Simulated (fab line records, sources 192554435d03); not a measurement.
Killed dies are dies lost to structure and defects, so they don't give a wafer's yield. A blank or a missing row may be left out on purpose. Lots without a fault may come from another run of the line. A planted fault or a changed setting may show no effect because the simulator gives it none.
Chamber matching | flow n5_finfet | N5_GATE_CUT_ETCH_36 on rie_diel-01: 4 sister chambers
The step etches SiARC in CF4, target depth 13 nm, time 21.7 s. 18 wafers are shown with their chamber, then 9 later ones without.

WAFERS WITH THEIR CHAMBER
wafer  | chamber | drypump_motor_current_A (A) | showerhead_plenum_p_Torr (Torr) | throttle_valve_pct (%)
L074.2 | 3       | 5.4                         | 2.06                            | 15.57
L074.3 | 1       | 5.8                         | 2.18                            | 15.50
L074.4 | 0       | 4.9                         | 2.17                            | 15.46
L076.2 | 2       | 5.0                         | 2.12                            | 16.08
L076.5 | 2       | 5.0                         | 2.12                            | 16.07
L076.6 | 3       | 5.3                         | 2.06                            | 15.60
L077.2 | 2       | 5.0                         | 2.12                            | 16.09
L077.5 | 2       | 5.0                         | 2.12                            | 16.08
L077.6 | 1       | 5.8                         | 2.18                            | 15.53
L082.1 | 3       | 5.3                         | 2.05                            | 15.63
L082.2 | 0       | 4.9                         | 2.17                            | 15.50
L082.4 | 2       | 5.0                         | 2.12                            | 16.09
L086.1 | 0       | 4.9                         | 2.16                            | 15.49
L086.2 | 3       | 5.3                         | 2.05                            | 15.62
L086.4 | 1       | 5.8                         | 2.18                            | 15.53
L088.1 | 0       | 4.9                         | 2.16                            | 15.52
L088.2 | 1       | 5.8                         | 2.18                            | 15.55
L088.4 | 2       | 5.0                         | 2.12                            | 16.12

SIGNATURES (means of the wafers above)
reading                  | chamber 0 | chamber 1 | chamber 2 | chamber 3 | scatter within a chamber
drypump_motor_current_A  | 4.900     | 5.800     | 5.000     | 5.325     | 0.0231
showerhead_plenum_p_Torr | 2.1650    | 2.1800    | 2.1200    | 2.0550    | 0.00378
throttle_valve_pct       | 15.4925   | 15.5275   | 16.0883   | 15.6050   | 0.0219
Rule: a wafer's distance from a chamber is the root of the sum, over the readings, of the square of ((its reading less the chamber's mean) divided by the reading's scatter). The wafer belongs to the nearest chamber; if the next one is less than 2 further off, it can't be placed. The scatter: the root of (the sum of the squares of (reading less its chamber's mean) over the shown wafers, divided by (wafers less chambers)).

WAFERS WITHOUT THEIR CHAMBER
wafer  | drypump_motor_current_A (A) | showerhead_plenum_p_Torr (Torr) | throttle_valve_pct (%)
L089.1 | 5.0                         | 2.11                            | 16.12
L089.4 | 4.9                         | 2.16                            | 15.53
L089.6 | 4.9                         | 2.16                            | 15.54
L093.1 | 5.8                         | 2.17                            | 15.59
L093.5 | 5.3                         | 2.04                            | 15.67
L093.6 | 5.0                         | 2.11                            | 16.14
L096.2 | 5.8                         | 2.17                            | 15.57
L096.3 | 4.9                         | 2.16                            | 15.57
L096.4 | 5.0                         | 2.11                            | 16.16

WHICH CHAMBER EACH WENT THROUGH
wafer  | from the rows above | in truth
L089.1 | 2                   | 2
L089.4 | 0                   | 0
L089.6 | 0                   | 0
L093.1 | 1                   | 1
L093.5 | 3                   | 3
L093.6 | 2                   | 2
L096.2 | 1                   | 1
L096.3 | 0                   | 0
L096.4 | 2                   | 2
Placed correctly: 9 of 9. Can't be placed from these rows: 0. Placed wrongly: 0.
